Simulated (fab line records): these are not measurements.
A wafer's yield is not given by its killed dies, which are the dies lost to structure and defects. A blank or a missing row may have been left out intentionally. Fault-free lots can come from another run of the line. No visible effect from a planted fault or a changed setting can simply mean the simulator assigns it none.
fab line records + flow n5_finfet
record:
- lots: 7
- wafers: 39
route steps=1938 shown MOL_CONTACT_COAG@551
start_h: hours from the record's opening day to when the first of the lot's shown wafers began + wait_h: hours since the lot's step before + " the same as in the row above + L1.1+2: several wafers, shown together as one row + - no value, or no start was given + * or withheld: withheld + < > ~ a bound
route shown NAME@n: a module of which the file shows steps, and the number in the route of the first + usual: mean and standard deviation over wafers with no fault + same: alike in all rows + chamber/n: place in a boat + sites: the reading at each site + _std_site: how widely they spread, as a standard deviation + _edge_site: the outer-site mean with the inner-site mean subtracted + radius_mm: how far each site lies from the wafer's centre + mask NAME#n: copy n + behind: tool/chamber where the wafer was last shaped + hold: reason for holding the lot/hours on hold/outcome of the hold + device: whichever transistor did not switch (one of n, p or np) + end of line: tests of these same wafers at the route's end + a step given without rows: its recipe and nothing more + killed: count of dies lost to structure and defects at first sort (not the wafer's yield) + map: shows each die of a wafer: x if killed, . if not, _ if none is there
set.NAME: the setting that was run; set.NAME@STEP: the one run at that earlier step + model.NAME: the simulator's own value behind a step, which no gauge read
lots with deliberately changed settings; one table per step, one row per wafer
== steps ==
step: N5_MOL_CONTACT_COAG_SPUTTER_130
recipe:
- material: Co
- target_thk_a: 475
- temp_c: 25
- chamber_pressure_pa: 0.5
- power_w: 3000
| lot.wafer  | tool           | chamber | start_h | wait_h | set.power_w | model.Co_of_MOL_CONTACT_COAG_SPUTTER_130.thk_nm |
|------------|----------------|---------|---------|--------|-------------|-------------------------------------------------|
| L074.1+6   | pvd_sputter-02 | -       | 96.73   | 0.0    | 3000        | 47.4                                            |
| L074.2     | "              | -       | "       | "      | 2685        | 42.6                                            |
| L074.3     | "              | -       | "       | "      | 3000        | 47                                              |
| L074.4+5   | "              | -       | "       | "      | 2685        | 42.2                                            |
| L075.1     | pvd_sputter-01 | -       | 104.12  | 0.0    | 3306        | 51.8                                            |
| L075.2     | "              | -       | "       | "      | 3000        | 46.8                                            |
| L075.3     | "              | -       | "       | "      | 3306        | 51.6                                            |
| L075.4     | "              | -       | "       | "      | 3000        | 46.6                                            |
| L075.5     | "              | -       | "       | "      | 3306        | 51.4                                            |
| L075.6     | "              | -       | "       | "      | 3000        | 47.4                                            |
| L081.1     | pvd_sputter-02 | -       | 142.65  | 0.0    | 3000        | 47.8                                            |
| L081.3     | "              | -       | "       | "      | 3000        | 47.6                                            |
| L081.6     | "              | -       | "       | "      | 3000        | 47.4                                            |
| L086.1+3+6 | pvd_sputter-01 | -       | 168.60  | 0.0    | 3165        | 49.4                                            |
| L086.2+5   | "              | -       | "       | "      | 3000        | 46.8                                            |
| L086.4     | "              | -       | "       | "      | 3000        | 47                                              |
| L087.1+3+5 | pvd_sputter-01 | -       | 177.07  | 0.0    | 3000        | 46.6                                            |
| L087.2     | "              | -       | "       | "      | 3540        | 56                                              |
| L087.4     | "              | -       | "       | "      | 3540        | 55.2                                            |
| L087.6     | "              | -       | "       | "      | 3540        | 55.4                                            |
| L092.1     | pvd_sputter-02 | -       | 200.14  | 0.0    | 3000        | 48.2                                            |
| L092.2     | "              | -       | "       | "      | 3213        | 51.4                                            |
| L092.3     | "              | -       | "       | "      | 3000        | 47.8                                            |
| L092.4     | "              | -       | "       | "      | 3213        | 51.6                                            |
| L092.5     | "              | -       | "       | "      | 3000        | 48                                              |
| L092.6     | "              | -       | "       | "      | 3213        | 51.2                                            |
| L094.1     | pvd_sputter-01 | -       | 213.90  | 0.0    | 3375        | 52.8                                            |
| L094.2     | "              | -       | "       | "      | 3375        | 53                                              |
| L094.3     | "              | -       | "       | "      | 3000        | 47.4                                            |
| L094.4+6   | "              | -       | "       | "      | 3000        | 47.2                                            |
| L094.5     | "              | -       | "       | "      | 3375        | 53.2                                            |
step: N5_MOL_CONTACT_COAG_ALD_27
recipe:
- material: SiOC
- target_thk_a: 170
- temp_c: 400
- ald_precursor_family: carbosiloxane
- ald_co_reactant: H2-plasma
- pulse_time_s: 1.5
- time_s: 2720
- purge_time_s: 2
- co_reactant_purge_time_s: 2
- ald_cycles: 340
- pressure_torr: 2
| lot.wafer      | tool       | chamber   | start_h | wait_h | set.ald_cycles | model.SiOC_of_MOL_CONTACT_COAG_ALD_27.thk_nm |
|----------------|------------|-----------|---------|--------|----------------|----------------------------------------------|
| L074.1+2+3     | ald_sin-04 | 1,3,0     | 99.65   | 1.9    | 340            | 17                                           |
| L074.4+6       | "          | 2         | "       | "      | 288            | 14.4                                         |
| L074.5         | "          | 1         | "       | "      | 288            | 14.6                                         |
| L075.1+4       | ald_sin-03 | 2,3       | 105.12  | 0.0    | 340            | 17                                           |
| L075.2         | "          | 0         | "       | "      | 340            | 16.8                                         |
| L075.3+5       | "          | 1,0       | "       | "      | 316            | 15.8                                         |
| L075.6         | "          | 3         | "       | "      | 316            | 15.6                                         |
| L081.1+6       | ald_sin-03 | 3         | 145.08  | 1.5    | 340            | 17                                           |
| L081.3         | "          | 3         | "       | "      | 340            | 17.2                                         |
| L086.1+2+3+4+6 | ald_sin-02 | 3,1,0,2,0 | 169.61  | 0.0    | 340            | 17                                           |
| L086.5         | "          | 3         | "       | "      | 340            | 17.2                                         |
| L087.1+5+6     | ald_sin-04 | 1,0,3     | 178.07  | 0.0    | 394            | 19.6                                         |
| L087.2+3+4     | "          | 2,3,0     | "       | "      | 340            | 17                                           |
| L092.1+4       | ald_sin-02 | 0,2       | 201.37  | 0.1    | 369            | 18.4                                         |
| L092.2+5+6     | "          | 3,1,0     | "       | "      | 340            | 17                                           |
| L092.3         | "          | 1         | "       | "      | 369            | 18.6                                         |
| L094.1+2+4+5+6 | ald_sin-02 | 0,2,1,1,2 | 215.22  | 0.3    | 340            | 17                                           |
| L094.3         | "          | 3         | "       | "      | 340            | 17.2                                         |
== key ==
split:
- step: N5_MOL_CONTACT_COAG_SPUTTER_130
- setting: power_w
- stated: 3000
- by: wafer
response:
- step: N5_MOL_CONTACT_COAG_SPUTTER_130
- reading: model.Co_of_MOL_CONTACT_COAG_SPUTTER_130.thk_nm
- change: +0.477
- per: 1%
- r: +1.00
split:
- step: N5_MOL_CONTACT_COAG_ALD_27
- setting: ald_cycles
- stated: 340
- by: wafer
response:
- step: N5_MOL_CONTACT_COAG_ALD_27
- reading: model.SiOC_of_MOL_CONTACT_COAG_ALD_27.thk_nm
- change: +0.166
- per: 1%
- r: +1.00
